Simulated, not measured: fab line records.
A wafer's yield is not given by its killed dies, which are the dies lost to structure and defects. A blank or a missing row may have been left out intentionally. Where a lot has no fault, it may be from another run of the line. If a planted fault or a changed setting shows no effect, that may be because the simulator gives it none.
Chamber matching / flow n5-finfet / rie-diel-02 running N5_MOL_CONTACT_COAG_DESCUM_13: 4 sister chambers
The step chemistry O2, time 7 s. 4 wafers are shown with their chamber, then 7 later ones without.

== WAFERS PAIRED WITH THEIR CHAMBERS ==
wafer=L083.3; chamber=1; drypump-motor-current-A (A)=6.2
wafer=L083.4; chamber=2; drypump-motor-current-A (A)=5.7
wafer=L086.2; chamber=3; drypump-motor-current-A (A)=5.2
wafer=L086.3; chamber=0; drypump-motor-current-A (A)=6.5

== WAFERS WITHOUT THEIR CHAMBER ==
wafer=L086.4; drypump-motor-current-A (A)=6.1
wafer=L091.2; drypump-motor-current-A (A)=5.3
wafer=L091.4; drypump-motor-current-A (A)=6.2
wafer=L091.5; drypump-motor-current-A (A)=6.2
wafer=L096.1; drypump-motor-current-A (A)=6.2
wafer=L096.2; drypump-motor-current-A (A)=5.7
wafer=L096.6; drypump-motor-current-A (A)=6.2

== CHAMBER TAKEN BY EACH ==
wafer=L086.4; from the rows above=1; in truth=1
wafer=L091.2; from the rows above=3; in truth=3
wafer=L091.4; from the rows above=1; in truth=1
wafer=L091.5; from the rows above=1; in truth=1
wafer=L096.1; from the rows above=1; in truth=1
wafer=L096.2; from the rows above=2; in truth=2
wafer=L096.6; from the rows above=1; in truth=1
Placed correctly: 7 of 7. Left unplaced by these rows: 0. Wrongly placed: 0.
How it was worked out, from the rows above alone: a wafer's distance from a chamber is the root of the sum, over the readings, of the square of ((its reading less the chamber's mean) divided by the reading's scatter). If the next closest chamber is less than 2 further off than the closest, the wafer can't be placed; otherwise it belongs to the closest. Each chamber's mean is taken over the wafers shown for it. The scatter: with one shown wafer a chamber, the root of the mean of the squares of how far each hidden wafer lies from its nearest shown one.
